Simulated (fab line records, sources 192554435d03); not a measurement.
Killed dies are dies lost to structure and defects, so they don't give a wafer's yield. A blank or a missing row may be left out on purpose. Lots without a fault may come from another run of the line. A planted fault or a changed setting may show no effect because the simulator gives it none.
fab line records | flow n5_finfet
record lots=6 wafers=18 last_day=17
route steps=1938 shown BEOL_M1@839 BEOL_M2@841 BEOL_M4@1111 PASSIVATION@1936
lots that met no fault: from a run of the same line without faults
start_h: hours from the record's first day to the start of the lot's first wafer shown | wait_h: hours since the lot's step before | " the same as in the row above | L1.1+2: a row that stands for several wafers | - no value, or no start given | * or withheld: withheld | < > ~ a bound
route shown NAME@n: a module of which the file shows steps, and the number in the route of the first | usual: mean/standard deviation of fault-free wafers | same: alike in all rows | chamber/n: place in a boat | sites: the reading at each site | _std_site: their standard deviation | _edge_site: outer sites' mean less inner sites' | radius_mm: how far each site lies from the wafer's centre | mask NAME#n: copy n | behind: the tool/chamber that last shaped the wafer | hold: why the lot was held/for how many hours/how that ended | device: the transistor (n, p or np) that didn't switch | end of line: the same wafers' tests at the end of the route | a step without rows: its recipe alone | killed: dies lost to structure and defects at the first sort, not the wafer's yield | map: a wafer's dies, x killed, . not, _ none there
set.NAME: the setting as run; set.NAME@STEP: as run at that earlier step | model.NAME: the simulator's own value behind a step, which no gauge read
lots at some steps of the route; a table a step, a row a wafer
services: from which hour (start_h, from the record's first day; less than 0 if before it) a tool's chamber was out of use, for how many hours, and why
## steps
# step N5_BEOL_M1_RS_MEAS_58
# recipe thk_meas_gauge=four-point-probe reads=Co_of_BEOL_M1_CO_CAP_55+Cu_of_BEOL_M1_ECD_50+Co_of_BEOL_M1_CVD_47+TaN_of_BEOL_M1_ALD_84
# usual M1_RS=0.67/0.038
# columns lot.wafer tool chamber start_h wait_h M1_RS[ohm/sq]
L474.3 film_metro-02 - 129.02 0.1 0.64
L474.5 " - " " 0.62
L474.6 " - " " 0.60
L479.3 film_metro-02 - 161.54 0.1 0.70
L479.4 " - " " 0.62
L479.5 " - " " 0.65
L481.1 film_metro-02 - 173.05 0.0 0.67
L481.4 " - " " 0.66
L481.5 " - " " 0.64
L492.1 film_metro-02 - 235.68 0.0 0.62
L492.3 " - " " 0.73
L492.6 " - " " 0.71
L493.2 film_metro-02 - 241.68 0.1 0.74
L493.3 " - " " 0.68
L493.4 " - " " 0.65
L497.1 film_metro-01 - 266.53 0.1 0.69
L497.5 " - " " 0.62
L497.6 " - " " 0.63
# step N5_BEOL_M1_INSPECT_59
# recipe inspect_instrument=darkfield mode=post_dep
# usual raw_defect_count=66/20
# columns lot.wafer tool chamber start_h wait_h raw_defect_count
L474.3 defect_inspect-01 - 129.05 0.0 106
L474.5 " - " " 100
L474.6 " - " " 46
L479.3 defect_inspect-01 - 161.57 0.0 52
L479.4 " - " " 39
L479.5 " - " " 74
L481.1 defect_inspect-01 - 173.07 0.0 55
L481.4 " - " " 51
L481.5 " - " " 36
L492.1 defect_inspect-02 - 235.70 0.0 76
L492.3 " - " " 56
L492.6 " - " " 75
L493.2 defect_inspect-01 - 241.71 0.0 83
L493.3 " - " " 47
L493.4 " - " " 59
L497.1 defect_inspect-02 - 266.56 0.0 47
L497.5 " - " " 65
L497.6 " - " " 60
# step N5_BEOL_M2_ILD_DEP_00
# recipe material=SiOC target_thk_a=790 temp_c=350 precursor=DEMS/O2 pressure_torr=5 rf_w=500 time_s=15.3
# usual heater_power_w=442/62 rf_fwd_power_W=494.2/2.2 showerhead_plenum_p_Torr=5.693/0.016 throttle_valve_pct=12.4/0.83
# same time_s=15.3
# columns lot.wafer tool chamber start_h wait_h heater_power_w rf_fwd_power_W showerhead_plenum_p_Torr throttle_valve_pct
L474.3 pecvd-03 1 129.09 0.0 486 492.6 5.694 12.4
L474.5 " 1 " " 483 491.4 5.705 12.7
L474.6 " 0 " " 490 495.7 5.699 12.1
L479.3 pecvd-04 1 161.60 0.0 496 496.4 5.682 13.4
L479.4 " 1 " " 501 495.5 5.677 13.2
L479.5 " 2 " " 449 489.8 5.681 11.9
L481.1 pecvd-01 1 173.11 0.0 546 493.0 5.725 13.8
L481.4 " 0 " " 380 493.1 5.671 11.7
L481.5 " 2 " " 443 495.7 5.696 12.3
L492.1 pecvd-01 1 235.74 0.0 539 495.2 5.719 14.2
L492.3 " 0 " " 390 495.2 5.671 12.0
L492.6 " 1 " " 532 494.2 5.730 13.8
L493.2 pecvd-03 0 241.74 0.0 483 496.6 5.703 12.3
L493.3 " 1 " " 405 492.1 5.698 12.5
L493.4 " 0 " " 488 495.9 5.714 11.9
L497.1 pecvd-03 1 266.59 0.0 496 490.8 5.706 12.7
L497.5 " 0 " " 502 493.5 5.695 12.5
L497.6 " 2 " " 418 495.8 5.692 11.5
# step N5_BEOL_M2_THK_MEAS_01
# recipe reads=SiOC_of_BEOL_M2_ILD_DEP_00
# usual M2_ILD_THK=78.5/1.1
# columns lot.wafer tool chamber start_h wait_h M2_ILD_THK[nm]
L474.3 film_metro-02 - 129.15 0.1 77.2
L474.5 " - " " 78.0
L474.6 " - " " 78.4
L479.3 film_metro-02 - 161.67 0.1 79.6
L479.4 " - " " 80.5
L479.5 " - " " 80.9
L481.1 film_metro-02 - 173.18 0.0 77.0
L481.4 " - " " 78.8
L481.5 " - " " 79.3
L492.1 film_metro-01 - 235.81 0.0 78.0
L492.3 " - " " 78.9
L492.6 " - " " 79.1
L493.2 film_metro-02 - 241.81 0.1 77.6
L493.3 " - " " 77.0
L493.4 " - " " 79.0
L497.1 film_metro-02 - 266.66 0.0 77.7
L497.5 " - " " 80.3
L497.6 " - " " 80.0
# step N5_BEOL_M2_PECVD_72
# recipe material=SiO2 target_thk_a=160 temp_c=400 precursor=TEOS/O2 pressure_torr=5.5 rf_w=450 teos_flow_sccm=53.8 gas=O2 flow_sccm=3000 time_s=18
# usual heater_power_w=657/81 rf_fwd_power_W=444.9/1.8 showerhead_plenum_p_Torr=8.79/0.072 throttle_valve_pct=23.2/1.6
# same time_s=18
# columns lot.wafer tool chamber start_h wait_h heater_power_w rf_fwd_power_W showerhead_plenum_p_Torr throttle_valve_pct
L474.3 pecvd-04 2 129.19 0.0 621 441.8 8.68 21.5
L474.5 " 0 " " 589 443.6 8.79 23.4
L474.6 " 2 " " 643 443.6 8.70 21.7
L479.3 pecvd-01 2 161.71 0.0 571 443.1 8.78 23.2
L479.4 " 0 " " 490 446.1 8.69 21.7
L479.5 " 2 " " 574 445.5 8.80 23.0
L481.1 pecvd-04 2 173.21 0.0 671 442.9 8.70 21.8
L481.4 " 0 " " 641 447.0 8.79 23.4
L481.5 " 2 " " 679 444.6 8.67 21.8
L492.1 pecvd-03 2 235.85 0.0 600 446.5 8.80 21.5
L492.3 " 1 " " 677 442.5 8.80 23.7
L492.6 " 0 " " 651 444.5 8.82 22.7
L493.2 pecvd-03 1 241.85 0.0 723 442.2 8.79 23.5
L493.3 " 2 " " 612 445.0 8.81 21.5
L493.4 " 1 " " 739 441.2 8.78 23.2
L497.1 pecvd-04 2 266.70 0.0 684 442.1 8.68 21.7
L497.5 " 2 " " 692 441.4 8.71 22.1
L497.6 " 1 " " 729 445.0 8.75 24.9
# step N5_BEOL_M2_HM_DEP_02
# recipe material=TiN target_thk_a=200 temp_c=25 chamber_pressure_pa=0.49996
# usual chamber_pressure_pa=0.4999/0.00098 throttle_valve_pct=29.7/0.92
# columns lot.wafer tool chamber start_h wait_h chamber_pressure_pa throttle_valve_pct
L474.3 pvd_sputter-02 - 129.27 0.1 0.4980 29.2
L474.5 " - " " 0.4998 29.1
L474.6 " - " " 0.5008 29.9
L479.3 pvd_sputter-01 - 161.76 0.0 0.4981 28.4
L479.4 " - " " 0.5003 30.0
L479.5 " - " " 0.5000 30.7
L481.1 pvd_sputter-03 - 176.61 3.4 0.5000 29.6
L481.4 " - " " 0.5009 29.9
L481.5 " - " " 0.4999 29.8
L492.1 pvd_sputter-01 - 237.69 1.8 0.4996 30.7
L492.3 " - " " 0.5004 28.6
L492.6 " - " " 0.5006 30.2
L493.2 pvd_sputter-03 - 241.92 0.1 0.5006 29.7
L493.3 " - " " 0.4999 27.7
L493.4 " - " " 0.4971 30.7
L497.1 pvd_sputter-02 - 269.36 2.6 0.5001 31.2
L497.5 " - " " 0.4995 31.1
L497.6 " - " " 0.4996 29.3
# step N5_BEOL_M2_COAT_61
# recipe resist=SOC temp_c=250 time_s=60 spin_rpm=1500 resist_thk_nm=60
# step N5_BEOL_M2_COAT_62
# recipe resist=SiARC temp_c=220 time_s=60 spin_rpm=1500 resist_thk_nm=12
# step N5_BEOL_M2_COAT_73
# recipe resist=underlayer temp_c=205 time_s=60 spin_rpm=1500 resist_thk_nm=5
# step N5_BEOL_M2_COAT_05
# recipe resist=CAR-EUV spin_rpm=1500 resist_thk_nm=30
# step N5_BEOL_M2_EBR_07
# recipe solvent=PGMEA ebr_width_mm=1.5
# step N5_BEOL_M2_SOFTBAKE_06
# recipe temp_c=110 time_s=60 resist=CAR-EUV
# step N5_BEOL_M2_EXPOSE_08
# recipe mask_id=M2 na=0.33 source_shape=dipole sigma_inner=0.369 sigma_outer=0.767 polarization=unpolarized dose_mj=41.25
# usual focus_offset_nm=0.0/0.49
# columns lot.wafer tool chamber start_h wait_h mask focus_offset_nm model.BEOL_M2.overlay_x_nm
L474.3 euv_scanner-01 0 129.54 - M2#0 -0.1 0.8
L474.5 " 0 " " M2#0 0.9 0.8
L474.6 " 0 " " M2#0 -0.2 0.8
L479.3 euv_scanner-02 0 162.17 - M2#0 -0.6 -0.2
L479.4 " 0 " " M2#0 -0.2 -0.2
L479.5 " 0 " " M2#0 -0.1 -0.2
L481.1 euv_scanner-01 0 177.00 - M2#0 0.3 1
L481.4 " 0 " " M2#0 0.1 1
L481.5 " 0 " " M2#0 0.6 1
L492.1 euv_scanner-02 0 237.96 - M2#0 0.1 7.4
L492.3 " 0 " " M2#0 -0.3 7.4
L492.6 " 0 " " M2#0 -0.1 7.4
L493.2 euv_scanner-02 0 242.19 - M2#0 0.1 8
L493.3 " 0 " " M2#0 -0.6 8
L493.4 " 0 " " M2#0 -0.2 8
L497.1 euv_scanner-01 0 269.62 - M2#0 0.3 0.2
L497.5 " 0 " " M2#0 0.5 0.2
L497.6 " 0 " " M2#0 -0.3 0.2
# step N5_BEOL_M2_PEB_09
# recipe peb_temp_c=100 peb_time_s=60 resist=CAR-EUV
# step N5_BEOL_M2_DEVELOP_10
# recipe develop_time_s=30 developer=TMAH resist=CAR-EUV rinse_liquid=surfactant_rinse dry=air_spin dev_temp_c=23
# step N5_BEOL_M2_CD_MEAS_11
# recipe target_cd_nm=16.79 landing_energy_ev=500 detector=se_inlens polarity=opening
# usual cd_nm=16.84/0.27
# columns lot.wafer tool chamber start_h wait_h cd_nm
L474.3 cd_sem-01 0 129.67 - 16.63
L474.5 " 0 " " 17.26
L474.6 " 0 " " 16.98
L479.3 cd_sem-01 0 162.29 - 16.68
L479.4 " 0 " " 16.84
L479.5 " 0 " " 17.12
L481.1 cd_sem-03 0 177.13 - 16.74
L481.4 " 0 " " 16.99
L481.5 " 0 " " 16.92
L492.1 cd_sem-01 0 238.09 - 16.45
L492.3 " 0 " " 16.60
L492.6 " 0 " " 16.41
L493.2 cd_sem-02 0 242.31 - 16.65
L493.3 " 0 " " 16.62
L493.4 " 0 " " 16.45
L497.1 cd_sem-01 0 269.75 - 17.07
L497.5 " 0 " " 16.37
L497.6 " 0 " " 17.10
# step N5_BEOL_M2_OVL_MEAS_12
# recipe points_per_wafer=522
# usual M2_OVL=0.1/0.72
# columns lot.wafer tool chamber start_h wait_h M2_OVL[nm]
L474.3 overlay-02 0 129.71 0.0 0.2
L474.5 " 0 " " 0.8
L474.6 " 0 " " 0.0
L479.3 overlay-01 0 162.33 0.0 -0.2
L479.4 " 0 " " 0.0
L479.5 " 0 " " -0.7
L481.1 overlay-01 0 177.16 0.0 1.7
L481.4 " 0 " " 0.1
L481.5 " 0 " " 1.9
L492.1 overlay-02 0 238.12 0.0 8.1
L492.3 " 0 " " 6.5
L492.6 " 0 " " 7.2
L493.2 overlay-01 0 242.35 0.0 7.8
L493.3 " 0 " " 7.2
L493.4 " 0 " " 6.1
L497.1 overlay-01 0 269.78 0.0 0.5
L497.5 " 0 " " 0.1
L497.6 " 0 " " 0.7
# step N5_BEOL_M2_INSPECT_13
# recipe mode=adi inspect_instrument=brightfield
# usual raw_defect_count=404/75
# columns lot.wafer tool chamber start_h wait_h raw_defect_count
L474.3 defect_inspect-02 - 129.76 0.0 442
L474.5 " - " " 349
L474.6 " - " " 286
L479.3 defect_inspect-02 - 162.37 0.0 422
L479.4 " - " " 478
L479.5 " - " " 483
L481.1 defect_inspect-02 - 177.22 0.1 449
L481.4 " - " " 452
L481.5 " - " " 453
L492.1 defect_inspect-02 - 238.18 0.1 595
L492.3 " - " " 446
L492.6 " - " " 487
L493.2 defect_inspect-01 - 242.40 0.0 396
L493.3 " - " " 335
L493.4 " - " " 414
L497.1 defect_inspect-02 - 269.84 0.1 554
L497.5 " - " " 504
L497.6 " - " " 306
# step N5_BEOL_M4_RC_MEAS_101
# usual DIBL_N=36.7/2.4 DIBL_P=37.4/2.9 IOFF_N=0.18/0.05 IOFF_P=0.23/0.058 ION_N=683/16 ION_P=467/11 SS_N=71.7/0.77 SS_P=73.5/0.87 VT_N=249/4.3 VT_P=-250/4.4
# columns lot.wafer tool chamber start_h wait_h DIBL_N[mV/V] DIBL_P[mV/V] IOFF_N[nA/um] IOFF_P[nA/um] ION_N[uA/um] ION_P[uA/um] SS_N[mV/dec] SS_P[mV/dec] VT_N[mV] VT_P[mV]
L474.3 prober-01 0 157.56 1.1 32.0 32.4 0.11 0.14 674 458 70.4 72.8 254 -257
L474.5 " 0 " " 37.2 39.2 0.19 0.25 684 468 72.3 74.5 248 -250
L474.6 " 0 " " 34.4 35.6 0.14 0.18 657 453 72.2 73.5 253 -256
L479.3 prober-01 0 196.27 0.3 37.1 38.5 0.19 0.23 694 472 71.3 73.6 246 -250
L479.4 " 0 " " 39.4 43.2 0.25 0.34 710 486 72.3 74.7 245 -245
L479.5 " 0 " " 39.5 42.6 0.26 0.32 692 468 73.1 75.1 242 -246
L481.1 prober-02 0 202.78 0.0 39.8 40.4 0.26 0.29 707 472 73.0 73.8 242 -246
L481.4 " 0 " " 40.2 42.7 0.28 0.34 688 471 72.0 75.4 242 -245
L481.5 " 0 " " 33.9 35.4 0.14 0.19 661 460 70.8 73.2 251 -249
L492.1 prober-01 0 266.77 0.0 35.3 35.9 0.15 0.21 696 476 71.9 73.1 250 -250
L492.3 " 0 " " 35.1 34.6 0.14 0.19 664 447 70.7 73.4 251 -250
L492.6 " 0 " " 33.3 31.6 0.11 0.15 679 462 71.1 72.3 256 -257
L493.2 prober-01 0 278.30 0.2 32.3 32.5 0.12 0.17 680 467 70.5 72.4 251 -250
L493.3 " 0 " " 36.7 37.5 0.19 0.24 672 453 72.3 73.9 246 -246
L493.4 " 0 " " 36.2 38.1 0.20 0.26 699 479 72.0 73.8 244 -247
L497.1 prober-02 0 300.75 0.0 39.2 41.2 0.25 0.27 742 491 72.1 73.9 240 -246
L497.5 " 0 " " 35.5 35.9 0.14 0.17 669 446 70.9 72.1 249 -254
L497.6 " 0 " " 38.0 39.7 0.21 0.23 699 470 71.5 73.7 247 -252
# step N5_PASSIVATION_PROBE_49
# usual defect_limited_yield=91.4/1.6 killed_at_M0_to_M3=31/11 killed_at_M4_up=14/5.7 killed_at_contacts=12/6 killed_at_front_end=41/13 killed_at_other=3.3/2.8 killed_dies=101/19 killed_open=67/14 killed_short=33/8.2 sort_bin_4_leakage=0.0/0.37 sort_bin_5_function=5.0/1.1 sort_bin_6_memory=3.3/0.74 sort_n_pass=1078/20 sort_yield_pct=91.3/1.7
# same gross_dies=1180 killed_at_back_side=0 sort_bin_8_speed[%]=0
# columns lot.wafer tool chamber start_h wait_h defect_limited_yield[%] killed_at_M0_to_M3 killed_at_M4_up killed_at_contacts killed_at_front_end killed_at_other killed_dies killed_open killed_short sort_bin_4_leakage[%] sort_bin_5_function[%] sort_bin_6_memory[%] sort_n_pass sort_yield_pct[%]
L492.1 prober-02 - 371.67 0.0 92.5 30 7 17 31 3 88 68 17 0 4.1 3.1 1092 92.5
L492.3 prober-02 - 371.77 0.1 92.6 33 16 15 23 0 87 60 24 0 5.3 1.7 1093 92.6
L492.6 prober-02 - 371.92 0.3 92.0 36 13 12 32 1 94 58 29 0 4.2 3.0 1086 92.0
L493.2 prober-01 - 380.92 0.1 95.2 14 18 7 13 5 57 35 20 0 2.9 1.8 1123 95.2
L493.3 prober-01 - 380.97 0.1 91.4 33 17 16 29 6 101 57 38 0 5.3 2.6 1079 91.4
L493.4 prober-01 - 381.02 0.2 91.5 27 16 24 30 3 100 70 28 0 5.1 2.9 1080 91.5
L497.1 prober-01 - 417.12 0.0 92.2 20 15 23 33 1 92 57 34 0 4.4 3.1 1088 92.2
L497.5 prober-01 - 417.32 0.2 90.0 25 17 17 51 8 118 79 37 0 5.8 4.0 1062 90.0
L497.6 prober-01 - 417.37 0.3 88.7 32 26 12 57 6 133 90 43 0 5.4 5.6 1047 88.7
# killed by level:class
L492.1 MOL_CONTACT_COAG:geometric_particle:open=13 FIN_SAQP:geometric_particle:open=11 BEOL_M3:geometric_particle:open=10 BEOL_M1:geometric_particle:open=6 BEOL_M2:geometric_particle:open=6 MOL_CONTACT_COAG:geometric_particle:short=4 BEOL_M1:geometric_particle:short=4 STI_FIN_REVEAL:geometric_particle:open=3
L492.3 MOL_CONTACT_COAG:geometric_particle:open=11 BEOL_M3:geometric_particle:open=9 BEOL_M2:geometric_particle:open=6 BEOL_M0_SAQP:geometric_particle:short=5 BEOL_M4:geometric_particle:open=5 DUMMY_GATE:geometric_particle:open=4 MOL_CONTACT_COAG:geometric_particle:short=4 BEOL_M1:geometric_particle:open=4
L492.6 BEOL_M0_SAQP:geometric_particle:open=11 BEOL_M0_SAQP:geometric_particle:short=11 STI_FIN_REVEAL:geometric_particle:open=8 MOL_CONTACT_COAG:geometric_particle:open=7 HKMG_FIN:area_etch=6 MOL_CONTACT_COAG:geometric_particle:short=5 BEOL_M1:geometric_particle:open=5 DUMMY_GATE:geometric_particle:open=4
L493.2 BEOL_M5:geometric_particle:open=9 BEOL_M0_SAQP:geometric_particle:short=5 MOL_CONTACT_COAG:geometric_particle:open=4 BEOL_M3:geometric_particle:open=4 FIN_SAQP:geometric_particle:open=3 MOL_CONTACT_COAG:geometric_particle:short=3 BEOL_M4:geometric_particle:open=3 BEOL_M7:geometric_particle:open=3
L493.3 MOL_CONTACT_COAG:geometric_particle:open=9 STI_FIN_REVEAL:geometric_particle:open=8 MOL_CONTACT_COAG:geometric_particle:short=7 DUMMY_GATE:geometric_particle:open=6 BEOL_M2:geometric_particle:open=6 BEOL_M5:geometric_particle:open=6 BEOL_M2:overlay=6 BEOL_M0_SAQP:geometric_particle:open=5
L493.4 MOL_CONTACT_COAG:geometric_particle:open=19 STI_FIN_REVEAL:geometric_particle:open=9 FIN_SAQP:geometric_particle:open=7 BEOL_M0_SAQP:geometric_particle:short=6 BEOL_M0_SAQP:geometric_particle:open=6 MOL_CONTACT_COAG:geometric_particle:short=5 BEOL_M4:geometric_particle:open=5 BEOL_M2:geometric_particle:open=4
L497.1 MOL_CONTACT_COAG:geometric_particle:open=16 FIN_SAQP:geometric_particle:open=8 MOL_CONTACT_COAG:geometric_particle:short=7 STARTING-WAFER:geometric_particle:short=6 BEOL_M4:geometric_particle:open=5 BEOL_M7:geometric_particle:open=5 BEOL_M1:geometric_particle:open=4 BEOL_M0_SAQP:geometric_particle:short=4
L497.5 MOL_CONTACT_COAG:geometric_particle:open=15 STI_FIN_REVEAL:geometric_particle:open=13 FIN_SAQP:geometric_particle:open=12 BEOL_M4:geometric_particle:open=10 BEOL_M0_SAQP:geometric_particle:short=8 FIN_SAQP:geometric_particle:short=6 STARTING-WAFER:geometric_particle:open=6 PASS1_CAP:geometric_particle:short=4
L497.6 FIN_SAQP:geometric_particle:open=18 MOL_CONTACT_COAG:geometric_particle:open=11 STI_FIN_REVEAL:geometric_particle:open=11 BEOL_M0_SAQP:geometric_particle:open=8 BEOL_M4:geometric_particle:open=7 FIN_SAQP:geometric_particle:short=6 BEOL_M0_SAQP:geometric_particle:short=6 BEOL_M4:geometric_particle:short=6
## services
# columns tool chamber start_h hours kind
euv_scanner-02 - 112.27 1.0 pm
euv_scanner-02 - 116.66 2.5 repair
pecvd-04 2 118.86 5.5 scheduled_down
euv_scanner-02 - 119.16 4.6 pm
euv_scanner-01 - 123.80 1.0 pm
pecvd-01 0 148.23 5.5 scheduled_down
euv_scanner-02 - 150.66 0.3 repair
euv_scanner-02 - 154.38 1.0 pm
pecvd-03 - 164.72 2.6 repair
euv_scanner-01 - 170.35 0.8 repair
pecvd-03 0 172.87 5.5 scheduled_down
euv_scanner-01 - 173.14 1.0 pm
euv_scanner-02 0 183.72 - calibration
pecvd-01 2 193.53 5.5 scheduled_down
pecvd-04 0 198.77 11.6 repair
pecvd-01 2 202.38 - clean
pecvd-01 2 202.38 - consumable_replace:showerhead
euv_scanner-02 - 202.43 0.7 repair
euv_scanner-02 - 210.53 1.0 pm
euv_scanner-01 - 217.40 0.2 repair
euv_scanner-01 - 229.29 1.0 pm
euv_scanner-01 - 236.73 4.6 pm
euv_scanner-02 - 266.68 1.0 pm
euv_scanner-02 - 268.73 4.6 pm
## key
first_sign step=N5_BEOL_M2_OVL_MEAS_12 reading=M2_OVL direction=up sigmas=9.9 usual=0.1 struck=7.2
effect none on later readings
model_effect step=N5_BEOL_M2_EXPOSE_08 value=BEOL_M2.overlay_x_nm without=0.3 struck=7.7
met_at N5_BEOL_M2_EXPOSE_08
struck_wafers L492.1,L492.3,L492.6,L493.2,L493.3,L493.4
onset_between 162.17 237.96
also_fits N5_BEOL_M2_PECVD_72:pecvd-03
fault kind=scanner_matching_overlay tool=euv_scanner-02 chamber=- onset_h=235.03 steps=N5_BEOL_M2_EXPOSE_08 offset=7.565
